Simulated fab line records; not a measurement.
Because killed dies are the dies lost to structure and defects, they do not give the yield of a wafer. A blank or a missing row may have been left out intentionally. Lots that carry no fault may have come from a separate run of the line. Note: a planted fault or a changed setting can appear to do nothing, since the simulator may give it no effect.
fab line records	flow nandHarc
record lots=13	wafers=39	lastDay=34
route steps=1302 shown P_M1@309 THIN_TSV@1276 END@1302
lots with no fault: from the same line, run without faults
startH: start of the lot's first displayed wafer, in hours after the record's first day	waitH: hours elapsed since this lot's preceding step	" unchanged from the row above	L1.1+2: a single row standing in for several wafers	- no value, or no start given	* or withheld: withheld	< > ~ a bound
route shown NAME@n: a module of which the file shows steps, and the number in the route of the first	usual: the fault-free wafers' mean and standard deviation	same: alike in all rows	chamber/n: place in a boat	sites: each site's reading	_std_site: how widely they spread, as a standard deviation	_edge_site: the outer-site mean with the inner-site mean subtracted	radiusMm: how far each site lies from the wafer's centre	mask NAME#n: copy n	behind: tool/chamber where the wafer was last shaped	hold: what put the lot on hold/how long, in hours/how the hold closed	device: the transistor (n, p or np) that didn't switch	end of line: tests of these same wafers at the route's end	a step with no rows: only its recipe	killed: at the first sort, the dies lost to defects and structure; wafer yield is something else	map: the dies of a wafer, with x for killed, . for not killed, _ for no die there
set.NAME: the setting that was run; set.NAME@STEP: the one run at that earlier step	model.NAME: the simulator's own value behind a step, which no gauge read
steps of the route over a sample of lots; a table a step, a row a wafer
services: when a tool's chamber went out of use (startH, in hours from the record's first day, below 0 if earlier), for how many hours, and the reason
## steps
# step NHARC_P_M1_ECD_22
# recipe targetThkA=4000	bathTempC=25	material=Cu
lot.wafer	tool	chamber	startH	waitH
L778.4+6+5	ecdCu-02	0,0,1	127.10	-
L780.2+4+5	ecdCu-01	1	143.28	-
L781.2+1+3	ecdCu-02	1,0,0	153.51	-
L787.1+4+6	ecdCu-02	0,1,0	217.56	-
L789.1+2+3	ecdCu-02	1,0,0	234.73	-
L793.2+4+5	ecdCu-01	0,0,1	276.51	-
L794.4+3+6	ecdCu-01	1,0,1	289.32	-
L795.4+3+6	ecdCu-02	1,0,1	302.86	-
L796.2+4+6	ecdCu-01	0,1,0	304.23	-
L798.2+4+6	ecdCu-02	1,0,1	327.13	-
L799.2+4+6	ecdCu-02	1,0,0	338.66	-
L800.1+2+3	ecdCu-02	0,1,1	354.23	-
L801.2+4+6	ecdCu-01	0	360.30	-
# step NHARC_THIN_TSV_CMP_21
# recipe tOverpolishS=30	targetThkNm=2000
# usual motorCurrentA=13.0/1.1	overpolishRunS=30.000/0.01
lot.wafer	tool	chamber	startH	waitH	motorCurrentA	overpolishRunS
L778.4	cmp-01	1	552.03	-	11.5	30.024
L778.5	"	0	"	"	16.1	29.998
L778.6	"	1	"	"	11.1	30.006
L780.2	cmp-01	0	558.73	-	14.6	29.991
L780.4	"	1	"	"	11.8	30.008
L780.5	"	3	"	"	13.0	30.014
L781.1	cmp-04	0	586.16	-	12.8	29.986
L781.2	"	1	"	"	12.7	29.992
L781.3	"	3	"	"	12.8	30.000
L787.1	cmp-04	1	634.00	-	12.7	30.010
L787.4	"	2	"	"	13.3	29.986
L787.6	"	0	"	"	12.7	29.999
L789.2	cmp-04	0	655.31	-	13.7	30.010
L789.3	"	1	"	"	12.9	30.006
L789.1	"	2	"	"	13.9	30.002
L793.4	cmp-01	1	693.90	-	11.4	30.003
L793.2	"	2	"	"	12.6	30.009
L793.5	"	2	"	"	11.7	30.003
L794.3	cmp-01	3	714.14	-	13.5	29.996
L794.4	"	1	"	"	11.8	30.005
L794.6	"	3	"	"	13.1	30.004
L795.4	cmp-03	3	729.25	-	12.4	29.982
L795.3	"	0	"	"	11.4	30.010
L795.6	"	3	"	"	12.7	29.992
L796.4	cmp-04	1	733.66	-	13.3	30.005
L796.2	"	3	"	"	13.0	29.994
L796.6	"	1	"	"	13.0	30.017
L798.4	cmp-01	2	751.43	-	12.3	29.989
L798.2	"	0	"	"	16.0	30.006
L798.6	"	2	"	"	12.3	29.993
L799.4	cmp-01	3	767.69	-	13.7	30.019
L799.2	"	1	"	"	11.5	30.025
L799.6	"	3	"	"	14.2	30.005
L801.2	cmp-04	2	793.09	-	14.0	30.000
L801.4	"	0	"	"	13.9	30.004
L801.6	"	2	"	"	13.8	29.997
L800.3	cmp-03	0	811.80	-	12.2	29.998
L800.1	"	1	"	"	11.2	30.010
L800.2	"	2	"	"	13.7	29.989
# step NHARC_THIN_TSV_DESCUM_35
# recipe timeS=3	o2FlowSccm=200	arFlowSccm=0	biasPowerW=0	chemistry=O2
# usual drypumpMotorCurrentA=5.9/0.4	oesProductAu=0.999/0.0082	rfVppV=57.6/0.94	showerheadPlenumPTorr=1.86/0.079	throttleValvePct=11.311/0.009
# same biasPowerW=0
lot.wafer	tool	chamber	startH	waitH	drypumpMotorCurrentA	oesProductAu	rfHoursCounterH	rfVppV	showerheadPlenumPTorr	throttleValvePct
L778.4	rieDiel-10	0	553.79	-	6.6	1.005	6	57.7	1.81	11.320
L778.6	"	1	"	"	5.1	0.999	-	57.2	1.98	11.308
L778.5	"	2	"	"	5.8	0.999	-	56.6	1.78	11.328
L780.2	rieDiel-02	2	560.42	-	5.7	0.986	11	58.1	1.88	11.311
L780.4	"	3	"	"	5.4	0.997	10	57.8	1.80	11.303
L780.5	"	2	"	"	5.7	0.991	-	57.7	1.88	11.311
L781.1	rieDiel-04	3	587.93	-	5.8	1.010	2	57.5	1.85	11.303
L781.2	"	1	"	"	5.6	0.999	2	57.2	1.78	11.301
L781.3	"	2	"	"	6.4	0.983	2	57.4	1.86	11.303
L787.1	rieDiel-10	1	635.57	-	5.2	1.001	2	57.7	1.98	11.317
L787.4	"	0	"	"	6.6	0.997	1	57.2	1.81	11.310
L787.6	"	1	"	"	5.2	0.993	-	57.6	1.98	11.303
L789.2	rieDiel-04	0	657.09	-	5.7	1.002	6	57.8	1.91	11.301
L789.3	"	1	"	"	5.6	1.009	6	56.7	1.77	11.338
L789.1	"	2	"	"	6.3	0.989	6	58.7	1.86	11.319
L793.4	rieDiel-10	2	695.67	-	5.8	0.994	5	56.5	1.78	11.304
L793.2	"	0	"	"	6.6	1.011	5	58.0	1.81	11.310
L793.5	"	2	"	"	5.7	1.002	-	57.3	1.78	11.316
L794.4	rieDiel-02	3	715.88	-	5.4	0.987	8	57.0	1.79	11.287
L794.3	"	2	"	"	5.7	1.001	8	57.5	1.88	11.318
L794.6	"	3	"	"	5.4	0.984	-	56.4	1.79	11.325
L795.4	rieDiel-04	1	730.88	-	5.6	1.009	1	57.0	1.77	11.312
L795.3	"	0	"	"	5.7	1.012	1	56.7	1.91	11.311
L795.6	"	2	"	"	6.4	1.002	-	57.2	1.86	11.331
L796.4	rieDiel-10	2	735.42	-	5.8	1.000	9	59.5	1.78	11.311
L796.2	"	1	"	"	5.2	1.002	9	59.0	1.97	11.339
L796.6	"	3	"	"	6.3	0.994	-	57.3	1.78	11.313
L798.2	rieDiel-04	2	753.30	-	6.3	1.002	2	58.8	1.86	11.327
L798.6	"	2	"	"	6.4	1.007	-	56.4	1.86	11.324
L798.4	"	3	"	"	5.8	1.002	-	55.9	1.85	11.319
L799.2	rieDiel-10	1	769.29	-	5.2	1.015	11	57.9	1.97	11.311
L799.6	"	2	"	"	5.7	0.999	-	57.3	1.78	11.312
L799.4	"	0	"	"	6.6	1.007	-	58.3	1.81	11.311
L801.2	rieDiel-04	2	794.83	-	6.3	0.993	4	57.0	1.86	11.310
L801.6	"	2	"	"	6.3	0.991	-	56.2	1.85	11.315
L801.4	"	0	"	"	5.7	0.999	-	57.2	1.91	11.313
L800.3	rieDiel-10	3	813.57	-	6.3	0.989	3	57.2	1.77	11.317
L800.1	"	0	"	"	6.6	0.997	3	58.3	1.81	11.312
L800.2	"	1	"	"	5.2	0.984	3	59.3	1.97	11.306
# step NHARC_END_SORT_01
# recipe tempC=25
# usual defectLimitedYield=91.7/2.8	killedAtArray=52/19	killedAtOther=0.8/1	killedAtPeriphery=3.7/2.5	killedDies=56/19	killedOpen=3.5/2	killedShort=2.2/1.4	sort_bin_2_pct=2.9/1.2	sort_bin_3_pct=0.6/0.36	sort_bin_4_pct=4.8/1.6	sortNPass=621/19	sortRimYieldPct=92/3.9	sortYieldPct=91.7/2.8
# same grossDies=677	sort_bin_5_pct[%]=0	sort_bin_6_pct[%]=0	sort_bin_7_pct[%]=0	sort_bin_8_pct[%]=0	sortRimNGross=106.00
lot.wafer	tool	chamber	startH	waitH	defectLimitedYield[%]	killedAtArray	killedAtOther	killedAtPeriphery	killedDies	killedOpen	killedShort	sort_bin_2_pct[%]	sort_bin_3_pct[%]	sort_bin_4_pct[%]	sortNPass	sortRimYieldPct[%]	sortYieldPct[%]
L780.2	prober-01	0	570.10	2.8	87.1	83	1	3	87	4	3	4.7	1.5	6.6	590	86	87.1
L780.4	prober-01	0	571.70	3.4	88.2	78	0	2	80	2	1	3.0	0.6	8.3	597	91	88.2
L780.5	prober-01	0	572.50	3.7	88.0	76	1	4	81	6	1	4.4	0.3	7.2	596	84	88.0
L787.1	prober-02	0	644.48	2.5	46.4	21	0	342	363	2	1	17.1	3.7	32.8	314	46	46.4
L787.4	prober-02	0	646.87	3.4	94.2	37	0	2	39	4	2	1.6	0.4	3.7	638	95	94.2
L787.6	prober-02	0	648.47	4.0	45.8	22	0	345	367	0	2	19.2	3.8	31.2	310	48	45.8
L789.1	prober-02	0	664.67	2.5	91.1	58	0	2	60	5	3	2.8	1.0	5.0	617	95	91.1
L789.2	prober-02	0	665.48	2.8	47.3	27	0	330	357	2	0	17.6	4.7	30.4	320	52	47.3
L789.3	prober-02	0	666.29	3.1	43.9	39	1	340	380	5	2	21.0	4.9	30.3	297	40	43.9
L793.2	prober-02	0	705.41	2.8	88.5	77	1	0	78	1	5	5.2	0.4	5.9	599	88	88.5
L793.4	prober-02	0	707.02	3.4	91.0	59	0	2	61	1	2	3.1	1.0	4.9	616	91	91.0
L793.5	prober-02	0	707.82	3.7	92.8	48	0	1	49	3	1	2.1	0.4	4.7	628	90	92.8
L800.1	prober-01	0	824.12	2.5	88.2	73	1	6	80	3	3	3.5	0.6	7.7	597	92	88.2
L800.2	prober-01	0	824.93	2.8	88.2	74	0	6	80	3	1	4.4	0.6	6.8	597	92	88.2
L800.3	prober-01	0	825.74	3.1	91.3	56	0	3	59	4	3	3.0	0.4	5.3	618	92	91.3
# killed by level:class
L780.2 A_CHANNEL_HOLE_D1:chamberFilmFlake=27 A_SLIT:chamberFilmFlake=24 A_CHANNEL_HOLE_D2:chamberFilmFlake=13 A_STAIRCASE:chamberFilmFlake=4 A_CHANNEL_FILL_D1:geometricParticle:short=3 A_CONTACT:chamberFilmFlake=3 A_M0:chamberFilmFlake=3 A_BLC:geometricParticle:open=2
L780.4 A_SLIT:chamberFilmFlake=26 A_CHANNEL_HOLE_D2:chamberFilmFlake=22 A_CHANNEL_HOLE_D1:chamberFilmFlake=17 A_STAIRCASE:chamberFilmFlake=4 A_DECK1_JOINT:chamberFilmFlake=3 A_CHANNEL_FILL_D1:geometricParticle:short=1 A_BLC:geometricParticle:open=1 A_M0:geometricParticle:open=1
L780.5 A_CHANNEL_HOLE_D2:chamberFilmFlake=26 A_SLIT:chamberFilmFlake=23 A_CHANNEL_HOLE_D1:chamberFilmFlake=15 A_STAIRCASE:chamberFilmFlake=4 A_ONON_D2:geometricParticle:open=2 P_GATE:chamberFilmFlake=2 A_CONTACT:chamberFilmFlake=2 P_STI:geometricParticle:open=1
L787.1 P_M1:unspecified=340 A_CHANNEL_HOLE_D2:chamberFilmFlake=12 A_CONTACT:chamberFilmFlake=2 A_SLIT:chamberFilmFlake=2 P_CONTACT:geometricParticle:open=1 A_ONON_D2:geometricParticle:short=1 A_BLC:geometricParticle:open=1 P_GATE:chamberFilmFlake=1
L787.4 A_CHANNEL_HOLE_D2:chamberFilmFlake=14 A_WL_FILL:chamberFilmFlake=4 A_CHANNEL_HOLE_D1:chamberFilmFlake=3 A_SLIT:chamberFilmFlake=3 A_BLC:chamberFilmFlake=3 A_CHANNEL_FILL_D1:geometricParticle:open=2 A_CONTACT:chamberFilmFlake=2 P_GATE:geometricParticle:open=1
L787.6 P_M1:unspecified=344 A_CHANNEL_HOLE_D2:chamberFilmFlake=12 A_STAIRCASE:chamberFilmFlake=2 A_CONTACT:chamberFilmFlake=2 A_CHANNEL_FILL_D1:geometricParticle:short=1 A_WL_FILL:geometricParticle:short=1 P_ZERO_WELL:chamberFilmFlake=1 A_ZERO_WELL:chamberFilmFlake=1
L789.1 A_SLIT:chamberFilmFlake=32 A_CHANNEL_HOLE_D1:chamberFilmFlake=10 A_CONTACT:chamberFilmFlake=5 A_STAIRCASE:chamberFilmFlake=4 P_GATE:geometricParticle:open=1 P_CONTACT:geometricParticle:short=1 A_ONON_D1:geometricParticle:short=1 A_ONON_D2:geometricParticle:open=1
L789.2 P_M1:unspecified=329 A_SLIT:chamberFilmFlake=20 A_STAIRCASE:chamberFilmFlake=2 A_CONTACT:chamberFilmFlake=2 A_DECK1_JOINT:geometricParticle:open=1 A_ONON_D2:geometricParticle:open=1 P_GATE:chamberFilmFlake=1 A_CHANNEL_HOLE_D1:chamberFilmFlake=1
L789.3 P_M1:unspecified=337 A_SLIT:chamberFilmFlake=17 A_CONTACT:chamberFilmFlake=6 A_STAIRCASE:chamberFilmFlake=4 A_CHANNEL_HOLE_D2:chamberFilmFlake=2 A_SGD_CUT:chamberFilmFlake=2 P_GATE:geometricParticle:open=1 A_ONON_D1:geometricParticle:open=1
L793.2 A_CHANNEL_HOLE_D2:chamberFilmFlake=30 A_CHANNEL_HOLE_D1:chamberFilmFlake=29 A_STAIRCASE:chamberFilmFlake=5 A_CONTACT:chamberFilmFlake=3 A_CHANNEL_FILL_D2:geometricParticle:short=2 A_SLIT:chamberFilmFlake=2 A_ONON_D2:geometricParticle:short=1 A_CHANNEL_FILL_D2:geometricParticle:open=1
L793.4 A_CHANNEL_HOLE_D2:chamberFilmFlake=24 A_CHANNEL_HOLE_D1:chamberFilmFlake=14 A_STAIRCASE:chamberFilmFlake=8 A_CONTACT:chamberFilmFlake=4 A_WL_FILL:geometricParticle:short=2 A_CHANNEL_FILL_D1:chamberFilmFlake=2 A_WL_FILL:chamberFilmFlake=2 P_M0:geometricParticle:open=1
L793.5 A_CHANNEL_HOLE_D2:chamberFilmFlake=18 A_CHANNEL_HOLE_D1:chamberFilmFlake=13 A_CONTACT:chamberFilmFlake=6 A_STAIRCASE:chamberFilmFlake=3 A_WL_FILL:chamberFilmFlake=3 P_GATE:geometricParticle:open=1 A_ONON_D2:geometricParticle:short=1 A_CHANNEL_FILL_D2:geometricParticle:open=1
L800.1 A_CHANNEL_HOLE_D2:chamberFilmFlake=40 A_CHANNEL_HOLE_D1:chamberFilmFlake=17 A_CONTACT:chamberFilmFlake=4 A_BLC:chamberFilmFlake=3 A_ONON_D2:geometricParticle:short=2 P_ZERO_WELL:chamberFilmFlake=2 P_STI:chamberFilmFlake=2 P_GATE:chamberFilmFlake=2
L800.2 A_CHANNEL_HOLE_D2:chamberFilmFlake=33 A_CHANNEL_HOLE_D1:chamberFilmFlake=21 A_SLIT:chamberFilmFlake=8 A_CONTACT:chamberFilmFlake=6 P_STI:chamberFilmFlake=5 P_M0:geometricParticle:open=1 A_SOURCE_PLATE:geometricParticle:open=1 A_ONON_D1:geometricParticle:short=1
L800.3 A_CHANNEL_HOLE_D2:chamberFilmFlake=28 A_CHANNEL_HOLE_D1:chamberFilmFlake=11 A_SLIT:chamberFilmFlake=5 A_BLC:chamberFilmFlake=3 P_GATE:geometricParticle:short=1 P_GATE:geometricParticle:open=1 A_ONON_D1:geometricParticle:short=1 A_CHANNEL_HOLE_D1:geometricParticle:open=1
## services
tool	chamber	startH	hours	kind
rieDiel-10	3	119.75	8.5	repair
cmp-01	-	185.55	4.0	pm
ecdCu-02	-	201.17	0.4	repair
cmp-01	-	217.49	1.1	repair
cmp-01	-	220.37	5.2	repair
rieDiel-10	-	233.80	0.4	repair
cmp-01	-	235.00	2.8	repair
rieDiel-10	-	242.60	9.0	pm
ecdCu-02	-	244.00	8.0	pm
cmp-01	-	254.50	0.7	repair
cmp-01	-	283.55	4.0	pm
cmp-01	-	300.05	0.9	repair
rieDiel-10	3	336.75	24.6	repair
rieDiel-10	0	348.38	1.4	repair
cmp-01	-	365.02	3.4	repair
cmp-01	-	381.55	4.0	pm
cmp-01	-	390.91	0.4	repair
rieDiel-10	-	419.60	9.0	pm
ecdCu-02	-	420.00	8.0	pm
cmp-01	-	453.17	0.4	repair
ecdCu-02	-	507.19	11.8	repair
ecdCu-02	-	574.99	1.4	repair
ecdCu-02	-	596.00	8.0	pm
ecdCu-02	-	772.00	8.0	pm
## key
firstSign step=NHARC_END_SORT_01	reading=killedAtPeriphery	direction=up	sigmas=99+	usual=3.7	struck=339.2
effect step=NHARC_END_SORT_01	reading=defectLimitedYield	direction=down	sigmas=17	usual=91.7	struck=45.8
moreKillsBornAt NHARC_P_M1_ECD_22@ecdCu-02=1350
metAt NHARC_P_M1_ECD_22
struckLots L787,L789
struckWafers L787.1,L787.6,L789.2,L789.3
notActingAt NHARC_THIN_TSV_CMP_21,NHARC_THIN_TSV_DESCUM_35
onsetBetween 153.51 217.56
fault kind=chamberParticleSource	tool=ecdCu-02	chamber=0	onsetH=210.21	steps=NHARC_P_M1_ECD_22	ratePerVisitCm2=0.77915	endH=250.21
